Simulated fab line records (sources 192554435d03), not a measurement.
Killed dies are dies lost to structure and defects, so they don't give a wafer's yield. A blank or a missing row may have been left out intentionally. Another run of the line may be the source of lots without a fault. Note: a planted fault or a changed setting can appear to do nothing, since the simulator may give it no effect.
fab line records | flow n5-finfet
record lots=24 wafers=72 last-day=17
route steps=1938 shown BEOL_M4@1080 BEOL_M5@1182 BEOL_M6@1197
lots that met no fault: taken from a fault-free run of the same line
start-h: hours from the record's first day to the start of the lot's first wafer shown | wait-h: hours elapsed since this lot's preceding step | " as in the row above | L1.1+2: one row covering several wafers at once | - no value, or no start given | * or withheld: withheld | < > ~ a bound
route shown NAME@n: NAME is a module with steps in the file, n the number in the route of the first one | usual: average and standard deviation across the fault-free wafers | same: alike in all rows | chamber/n: place in a boat | sites: each site's reading | _std_site: how widely they spread, as a standard deviation | _edge_site: mean of outer sites minus mean of inner sites | radius-mm: how far each site lies from the wafer's centre | mask NAME#n: copy n | behind: the tool/chamber that last shaped the wafer | hold: why the lot was held/for how many hours/how that ended | device: the n, p or np transistor that did not switch | end of line: the same wafers' tests at the end of the route | a step given without rows: its recipe and nothing more | killed: count of dies lost to structure and defects at first sort (not the wafer's yield) | map: a wafer's dies, marking killed ones x, the rest . and places with no die _
set.NAME: the setting as run; set.NAME@STEP: as run at that earlier step | model.NAME: the simulator's own value behind a step, which no gauge read
a sample of lots followed through the steps of the route, with each step as a table and each wafer as a row
services: the hour from which a tool's chamber was out of use, counted from the record's first day as start-h (under 0 if before that day), plus the number of hours and why
## steps
# step N5_BEOL_M4_PRE_CLEAN_45
# recipe gas=H2/He time-s=30 temp-c=250
# usual heater-power-w=324/27
# columns lot.wafer tool chamber start-h wait-h heater-power-w
L074.4 pvd-sputter-02 - 154.92 0.0 331
L074.5 " - " " 329
L074.6 " - " " 338
L075.2 pvd-sputter-02 - 170.29 0.0 350
L075.3 " - " " 337
L075.4 " - " " 343
L076.1 pvd-sputter-02 - 173.29 0.0 321
L076.3 " - " " 362
L076.4 " - " " 343
L077.2 pvd-sputter-03 - 173.94 0.0 348
L077.4 " - " " 298
L077.5 " - " " 354
L078.1 pvd-sputter-03 - 189.38 0.0 293
L078.2 " - " " 346
L078.4 " - " " 258
L079.2 pvd-sputter-03 - 189.58 0.0 359
L079.3 " - " " 298
L079.5 " - " " 297
L080.1 pvd-sputter-03 - 196.28 0.0 306
L080.5 " - " " 299
L080.6 " - " " 265
L081.2 pvd-sputter-02 - 196.80 0.0 358
L081.3 " - " " 333
L081.5 " - " " 332
L082.1 pvd-sputter-03 - 215.29 0.0 324
L082.4 " - " " 302
L082.6 " - " " 297
L083.1 pvd-sputter-02 - 217.19 0.0 342
L083.2 " - " " 361
L083.5 " - " " 336
L084.1 pvd-sputter-02 - 217.28 0.0 325
L084.2 " - " " 314
L084.4 " - " " 354
L085.2 pvd-sputter-03 - 222.69 0.0 356
L085.5 " - " " 256
L085.6 " - " " 327
L086.1 pvd-sputter-02 - 241.81 0.0 332
L086.3 " - " " 312
L086.4 " - " " 353
L087.3 pvd-sputter-01 - 244.80 0.0 351
L087.4 " - " " 336
L087.6 " - " " 350
L088.3 pvd-sputter-02 - 245.12 0.0 339
L088.5 " - " " 324
L088.6 " - " " 334
L089.4 pvd-sputter-03 - 251.57 0.0 258
L089.5 " - " " 297
L089.6 " - " " 254
L090.3 pvd-sputter-02 - 261.21 0.0 350
L090.5 " - " " 328
L090.6 " - " " 320
L091.1 pvd-sputter-02 - 265.80 0.0 354
L091.4 " - " " 317
L091.5 " - " " 359
L092.1 pvd-sputter-02 - 270.43 0.0 336
L092.3 " - " " 334
L092.6 " - " " 335
L093.2 pvd-sputter-02 - 273.29 0.0 335
L093.4 " - " " 319
L093.6 " - " " 327
L094.1 pvd-sputter-02 - 276.54 0.0 356
L094.2 " - " " 323
L094.6 " - " " 337
L095.1 pvd-sputter-03 - 297.26 0.0 316
L095.5 " - " " 296
L095.6 " - " " 254
L096.1 pvd-sputter-02 - 302.22 0.0 322
L096.2 " - " " 321
L096.6 " - " " 329
L097.1 pvd-sputter-02 - 317.61 0.0 340
L097.3 " - " " 313
L097.5 " - " " 333
# step N5_BEOL_M4_SPUTTER_92
# recipe material=Cu target-thk-a=45 temp-c=-20 chamber-pressure-pa=0.07 power-w=withheld time-s=8.29
# usual throttle-valve-pct=29.6/1.2
# columns lot.wafer tool chamber start-h wait-h throttle-valve-pct
L074.4 pvd-sputter-02 - 156.90 0.1 29.3
L074.5 " - " " 28.8
L074.6 " - " " 30.2
L075.2 pvd-sputter-01 - 172.65 0.1 30.4
L075.3 " - " " 29.1
L075.4 " - " " 28.1
L076.1 pvd-sputter-02 - 175.17 0.1 30.3
L076.3 " - " " 30.1
L076.4 " - " " 28.8
L077.2 pvd-sputter-01 - 175.83 0.1 30.4
L077.4 " - " " 27.4
L077.5 " - " " 27.4
L078.1 pvd-sputter-03 - 191.24 0.1 31.3
L078.2 " - " " 29.3
L078.4 " - " " 31.9
L079.2 pvd-sputter-01 - 192.94 0.1 29.3
L079.3 " - " " 28.3
L079.5 " - " " 27.5
L080.1 pvd-sputter-03 - 198.13 0.1 29.4
L080.5 " - " " 31.1
L080.6 " - " " 31.5
L081.2 pvd-sputter-01 - 199.59 0.1 27.9
L081.3 " - " " 29.4
L081.5 " - " " 27.9
L082.1 pvd-sputter-01 - 217.51 0.1 27.5
L082.4 " - " " 28.0
L082.6 " - " " 27.4
L083.1 pvd-sputter-03 - 219.31 0.1 30.9
L083.2 " - " " 29.3
L083.5 " - " " 31.7
L084.1 pvd-sputter-02 - 219.64 0.1 29.8
L084.2 " - " " 30.2
L084.4 " - " " 28.6
L085.2 pvd-sputter-02 - 225.07 0.1 30.2
L085.5 " - " " 28.8
L085.6 " - " " 30.1
L086.1 pvd-sputter-02 - 243.80 0.1 30.1
L086.3 " - " " 28.9
L086.4 " - " " 30.2
L087.3 pvd-sputter-02 - 246.81 0.1 28.6
L087.4 " - " " 30.0
L087.6 " - " " 28.7
L088.3 pvd-sputter-03 - 247.28 0.1 31.9
L088.5 " - " " 29.5
L088.6 " - " " 29.4
L089.4 pvd-sputter-03 - 253.48 0.1 30.9
L089.5 " - " " 29.4
L089.6 " - " " 31.1
L090.3 pvd-sputter-03 - 264.79 0.1 31.9
L090.5 " - " " 31.2
L090.6 " - " " 29.3
L091.1 pvd-sputter-01 - 267.87 0.1 27.5
L091.4 " - " " 28.3
L091.5 " - " " 29.5
L092.1 pvd-sputter-03 - 272.48 0.1 29.6
L092.3 " - " " 31.9
L092.6 " - " " 30.9
L093.2 pvd-sputter-03 - 275.13 0.1 31.4
L093.4 " - " " 31.3
L093.6 " - " " 31.1
L094.1 pvd-sputter-01 - 279.75 0.1 27.3
L094.2 " - " " 29.5
L094.6 " - " " 30.5
L095.1 pvd-sputter-01 - 299.09 0.1 30.4
L095.5 " - " " 28.2
L095.6 " - " " 30.3
L096.1 pvd-sputter-03 - 304.49 0.1 29.6
L096.2 " - " " 31.9
L096.6 " - " " 29.3
L097.1 pvd-sputter-01 - 319.69 0.1 29.5
L097.3 " - " " 27.4
L097.5 " - " " 28.1
# step N5_BEOL_M5_ANNEAL_89
# recipe temp-c=400 time-s=1800 ambient=vacuum
# usual heater-power-w=810/76
# columns lot.wafer tool chamber start-h wait-h heater-power-w
L074.4 pvd-sputter-01 - 167.88 0.0 876
L074.5 " - " " 698
L074.6 " - " " 879
L075.2 pvd-sputter-01 - 183.53 0.0 685
L075.3 " - " " 836
L075.4 " - " " 880
L076.1 pvd-sputter-03 - 186.79 0.0 745
L076.3 " - " " 859
L076.4 " - " " 631
L077.2 pvd-sputter-02 - 187.39 0.0 894
L077.4 " - " " 805
L077.5 " - " " 810
L078.1 pvd-sputter-02 - 203.42 0.0 797
L078.2 " - " " 826
L078.4 " - " " 917
L079.2 pvd-sputter-03 - 205.41 0.0 798
L079.3 " - " " 873
L079.5 " - " " 742
L080.1 pvd-sputter-02 - 211.07 0.0 814
L080.5 " - " " 863
L080.6 " - " " 844
L081.2 pvd-sputter-03 - 213.45 0.0 656
L081.3 " - " " 753
L081.5 " - " " 790
L082.1 pvd-sputter-01 - 229.59 0.0 709
L082.4 " - " " 873
L082.6 " - " " 862
L083.1 pvd-sputter-02 - 231.71 0.0 793
L083.2 " - " " 846
L083.5 " - " " 844
L084.1 pvd-sputter-03 - 234.87 0.0 817
L084.2 " - " " 636
L084.4 " - " " 743
L085.2 pvd-sputter-02 - 236.93 0.0 880
L085.5 " - " " 899
L085.6 " - " " 805
L086.1 pvd-sputter-01 - 255.55 0.0 891
L086.3 " - " " 880
L086.4 " - " " 866
L088.3 pvd-sputter-02 - 259.64 0.0 790
L088.5 " - " " 804
L088.6 " - " " 882
L087.3 pvd-sputter-01 - 260.28 0.0 836
L087.4 " - " " 846
L087.6 " - " " 897
L089.4 pvd-sputter-02 - 264.67 0.0 813
L089.5 " - " " 802
L089.6 " - " " 904
L090.3 pvd-sputter-01 - 277.35 0.0 697
L090.5 " - " " 709
L090.6 " - " " 837
L092.1 pvd-sputter-03 - 284.53 0.0 868
L092.3 " - " " 821
L092.6 " - " " 632
L094.1 pvd-sputter-03 - 290.26 0.0 643
L094.2 " - " " 825
L094.6 " - " " 815
L093.2 pvd-sputter-01 - 292.96 0.0 874
L093.4 " - " " 849
L093.6 " - " " 869
L091.1 pvd-sputter-02 - 300.09 0.0 792
L091.4 " - " " 814
L091.5 " - " " 807
L095.1 pvd-sputter-01 - 309.59 0.0 887
L095.5 " - " " 877
L095.6 " - " " 877
L096.1 pvd-sputter-03 - 316.35 0.0 882
L096.2 " - " " 815
L096.6 " - " " 797
L097.1 pvd-sputter-02 - 330.80 0.0 800
L097.3 " - " " 827
L097.5 " - " " 909
# step N5_BEOL_M5_ANNEAL_51
# recipe temp-c=225 time-s=90 ambient=N2
# usual wafer_temp_C_max=225.66/0.22
# columns lot.wafer tool chamber start-h wait-h wafer_temp_C_max
L074.4 rtp-anneal-02 0 169.23 0.2 226.02
L074.5 " 0 " " 225.47
L074.6 " 0 " " 225.56
L075.2 rtp-anneal-01 0 184.78 0.1 225.49
L075.3 " 0 " " 225.68
L075.4 " 0 " " 225.96
L076.1 rtp-anneal-02 0 188.00 0.1 225.45
L076.3 " 0 " " 225.58
L076.4 " 0 " " 225.58
L077.2 rtp-anneal-02 0 188.65 0.1 225.69
L077.4 " 0 " " 225.98
L077.5 " 0 " " 225.85
L078.1 rtp-anneal-01 0 204.63 0.1 225.57
L078.2 " 0 " " 225.46
L078.4 " 0 " " 225.45
L079.2 rtp-anneal-01 0 206.80 0.2 225.63
L079.3 " 0 " " 225.62
L079.5 " 0 " " 225.71
L080.1 rtp-anneal-01 0 212.28 0.1 225.64
L080.5 " 0 " " 225.86
L080.6 " 0 " " 225.88
L081.2 rtp-anneal-01 0 214.70 0.1 225.66
L081.3 " 0 " " 225.70
L081.5 " 0 " " 225.57
L082.1 rtp-anneal-02 0 230.80 0.1 225.92
L082.4 " 0 " " 225.98
L082.6 " 0 " " 225.52
L083.1 rtp-anneal-01 0 232.92 0.1 225.69
L083.2 " 0 " " 225.85
L083.5 " 0 " " 225.59
L084.1 rtp-anneal-02 0 236.08 0.1 225.47
L084.2 " 0 " " 225.99
L084.4 " 0 " " 225.70
L085.2 rtp-anneal-01 0 238.31 0.2 225.59
L085.5 " 0 " " 225.63
L085.6 " 0 " " 225.55
L086.1 rtp-anneal-01 0 256.81 0.1 225.83
L086.3 " 0 " " 225.59
L086.4 " 0 " " 225.53
L088.3 rtp-anneal-02 0 260.94 0.1 225.62
L088.5 " 0 " " 225.32
L088.6 " 0 " " 225.45
L087.3 rtp-anneal-01 0 261.58 0.1 225.47
L087.4 " 0 " " 225.61
L087.6 " 0 " " 225.75
L089.4 rtp-anneal-02 0 266.02 0.2 225.59
L089.5 " 0 " " 225.96
L089.6 " 0 " " 226.05
L090.3 rtp-anneal-01 0 278.67 0.2 225.19
L090.5 " 0 " " 225.24
L090.6 " 0 " " 225.42
L092.1 rtp-anneal-01 0 285.74 0.1 225.45
L092.3 " 0 " " 225.79
L092.6 " 0 " " 225.64
L094.1 rtp-anneal-01 0 291.47 0.1 225.83
L094.2 " 0 " " 225.72
L094.6 " 0 " " 225.87
L093.2 rtp-anneal-02 0 294.33 0.2 225.90
L093.4 " 0 " " 225.60
L093.6 " 0 " " 226.23
L091.1 rtp-anneal-01 0 301.30 0.1 225.70
L091.4 " 0 " " 225.61
L091.5 " 0 " " 225.69
L095.1 rtp-anneal-01 0 311.06 0.3 225.23
L095.5 " 0 " " 225.32
L095.6 " 0 " " 225.64
L096.1 rtp-anneal-02 0 317.56 0.1 225.68
L096.2 " 0 " " 225.54
L096.6 " 0 " " 225.92
L097.1 rtp-anneal-02 0 332.01 0.1 225.31
L097.3 " 0 " " 225.42
L097.5 " 0 " " 225.63
# step N5_BEOL_M5_INSPECT_58
# recipe inspect-instrument=darkfield mode=post-dep
# usual raw-defect-count=65/23
# columns lot.wafer tool chamber start-h wait-h raw-defect-count
L074.4 defect-inspect-02 - 169.97 0.0 60
L074.5 " - " " 51
L074.6 " - " " 46
L075.2 defect-inspect-02 - 185.64 0.0 31
L075.3 " - " " 40
L075.4 " - " " 40
L076.1 defect-inspect-01 - 188.88 0.0 59
L076.3 " - " " 91
L076.4 " - " " 55
L077.2 defect-inspect-02 - 189.62 0.0 129
L077.4 " - " " 158
L077.5 " - " " 84
L078.1 defect-inspect-02 - 205.51 0.0 35
L078.2 " - " " 43
L078.4 " - " " 45
L079.2 defect-inspect-01 - 207.63 0.0 33
L079.3 " - " " 51
L079.5 " - " " 83
L080.1 defect-inspect-01 - 213.16 0.0 71
L080.5 " - " " 89
L080.6 " - " " 60
L081.2 defect-inspect-02 - 215.54 0.0 59
L081.3 " - " " 73
L081.5 " - " " 42
L082.1 defect-inspect-02 - 231.71 0.0 86
L082.4 " - " " 75
L082.6 " - " " 59
L083.1 defect-inspect-02 - 233.80 0.0 35
L083.2 " - " " 39
L083.5 " - " " 81
L084.1 defect-inspect-02 - 236.96 0.0 86
L084.2 " - " " 56
L084.4 " - " " 85
L085.2 defect-inspect-02 - 239.16 0.0 56
L085.5 " - " " 50
L085.6 " - " " 56
L086.1 defect-inspect-01 - 257.69 0.0 66
L086.3 " - " " 65
L086.4 " - " " 53
L088.3 defect-inspect-02 - 261.74 0.0 62
L088.5 " - " " 46
L088.6 " - " " 69
L087.3 defect-inspect-02 - 262.37 0.0 38
L087.4 " - " " 41
L087.6 " - " " 54
L089.4 defect-inspect-02 - 266.78 0.0 42
L089.5 " - " " 114
L089.6 " - " " 37
L090.3 defect-inspect-02 - 279.46 0.0 75
L090.5 " - " " 60
L090.6 " - " " 77
L092.1 defect-inspect-02 - 286.62 0.0 112
L092.3 " - " " 88
L092.6 " - " " 66
L094.1 defect-inspect-01 - 292.35 0.0 76
L094.2 " - " " 53
L094.6 " - " " 53
L093.2 defect-inspect-01 - 295.16 0.0 51
L093.4 " - " " 102
L093.6 " - " " 54
L091.1 defect-inspect-01 - 302.21 0.0 30
L091.4 " - " " 47
L091.5 " - " " 64
L095.1 defect-inspect-02 - 311.95 0.0 53
L095.5 " - " " 57
L095.6 " - " " 29
L096.1 defect-inspect-01 - 318.55 0.0 47
L096.2 " - " " 58
L096.6 " - " " 70
L097.1 defect-inspect-01 - 333.00 0.0 69
L097.3 " - " " 80
L097.5 " - " " 104
# step N5_BEOL_M6_PECVD_70
# recipe material=SiO2 target-thk-a=200 temp-c=400 precursor=TEOS/O2 pressure-torr=5.5 rf-w=450 teos-flow-sccm=53.8 gas=O2 flow-sccm=3000 time-s=22.7
# usual heater-power-w=684/110 showerhead-plenum-p-Torr=8.80/0.059 throttle-valve-pct=23.0/1.5
# columns lot.wafer tool chamber start-h wait-h heater-power-w showerhead-plenum-p-Torr throttle-valve-pct
L074.4 pecvd-03 0 170.64 0.1 567 8.74 25.4
L074.5 " 1 " " 577 8.84 20.7
L074.6 " 2 " " 857 8.75 21.5
L075.2 pecvd-03 2 186.29 0.0 821 8.74 21.6
L075.3 " 0 " " 567 8.77 25.0
L075.4 " 0 " " 559 8.78 25.3
L076.1 pecvd-03 0 190.01 0.0 626 8.78 25.1
L076.3 " 1 " " 483 8.84 20.8
L076.4 " 1 " " 479 8.83 21.0
L077.2 pecvd-03 1 190.27 0.0 594 8.83 21.2
L077.4 " 1 " " 580 8.83 20.7
L077.5 " 0 " " 590 8.77 25.1
L078.1 pecvd-04 1 206.16 0.0 906 8.72 23.2
L078.2 " 0 " " 627 8.80 22.1
L078.4 " 1 " " 905 8.71 22.8
L079.2 pecvd-03 2 208.77 0.0 823 8.72 21.5
L079.3 " 0 " " 653 8.75 25.3
L079.5 " 2 " " 825 8.73 22.2
L080.1 pecvd-01 2 213.81 0.0 650 8.83 23.2
L080.5 " 1 " " 656 8.79 22.5
L080.6 " 0 " " 643 8.96 25.6
L081.2 pecvd-03 0 216.67 0.0 648 8.75 25.4
L081.3 " 2 " " 753 8.75 21.6
L081.5 " 0 " " 658 8.75 25.4
L082.1 pecvd-04 1 232.84 0.0 945 8.75 23.3
L082.4 " 2 " " 639 8.78 22.7
L082.6 " 1 " " 925 8.73 23.2
L083.1 pecvd-01 2 234.93 0.0 556 8.81 23.4
L083.2 " 1 " " 687 8.78 22.5
L083.5 " 0 " " 620 8.95 25.7
L084.1 pecvd-01 0 237.61 0.0 697 8.97 25.6
L084.2 " 1 " " 647 8.81 22.6
L084.4 " 0 " " 670 8.95 25.6
L085.2 pecvd-03 2 239.81 0.0 871 8.75 21.6
L085.5 " 0 " " 691 8.76 25.2
L085.6 " 2 " " 843 8.77 21.8
L086.1 pecvd-04 1 258.34 0.0 928 8.70 23.1
L086.3 " 0 " " 714 8.81 22.2
L086.4 " 0 " " 732 8.80 22.4
L088.3 pecvd-04 2 262.39 0.0 662 8.77 22.7
L088.5 " 2 " " 670 8.81 22.9
L088.6 " 1 " " 844 8.73 23.0
L087.3 pecvd-04 0 263.02 0.0 585 8.79 22.0
L087.4 " 0 " " 630 8.82 22.1
L087.6 " 1 " " 912 8.72 22.9
L089.4 pecvd-04 2 267.45 0.1 592 8.78 22.6
L089.5 " 1 " " 946 8.74 23.1
L089.6 " 0 " " 691 8.80 22.1
L090.3 pecvd-03 1 280.14 0.0 574 8.84 20.9
L090.5 " 0 " " 636 8.78 25.4
L090.6 " 2 " " 803 8.76 21.8
L092.1 pecvd-01 1 287.27 0.0 681 8.79 22.6
L092.3 " 0 " " 691 8.92 25.6
L092.6 " 2 " " 623 8.81 23.6
L094.1 pecvd-04 0 293.00 0.0 708 8.80 22.1
L094.2 " 2 " " 676 8.79 22.7
L094.6 " 2 " " 664 8.77 23.0
L093.2 pecvd-01 0 296.29 0.0 636 8.94 26.0
L093.4 " 2 " " 601 8.82 23.6
L093.6 " 1 " " 676 8.78 22.6
L091.1 pecvd-01 2 302.86 0.0 648 8.81 23.6
L091.4 " 2 " " 642 8.82 23.5
L091.5 " 0 " " 603 8.96 26.1
L095.1 pecvd-03 1 312.62 0.0 497 8.85 21.1
L095.5 " 1 " " 506 8.85 20.8
L095.6 " 2 " " 749 8.74 21.8
L096.1 pecvd-04 2 319.20 0.0 635 8.77 23.0
L096.2 " 0 " " 675 8.79 22.0
L096.6 " 1 " " 823 8.74 23.2
L097.1 pecvd-03 1 334.15 0.0 532 8.82 20.9
L097.3 " 0 " " 650 8.77 25.3
L097.5 " 1 " " 538 8.83 21.1
## services
# columns tool chamber start-h hours kind
pecvd-04 - 131.26 6.0 pm
pecvd-01 2 217.11 6.5 repair
pecvd-03 0 218.77 14.6 repair
pecvd-03 - 232.87 3.7 repair
pecvd-01 - 252.22 2.3 repair
pecvd-04 0 271.90 10.6 repair
pecvd-04 0 320.09 16.5 scheduled-down
pvd-sputter-03 - 328.74 2.3 repair
## key
fault none
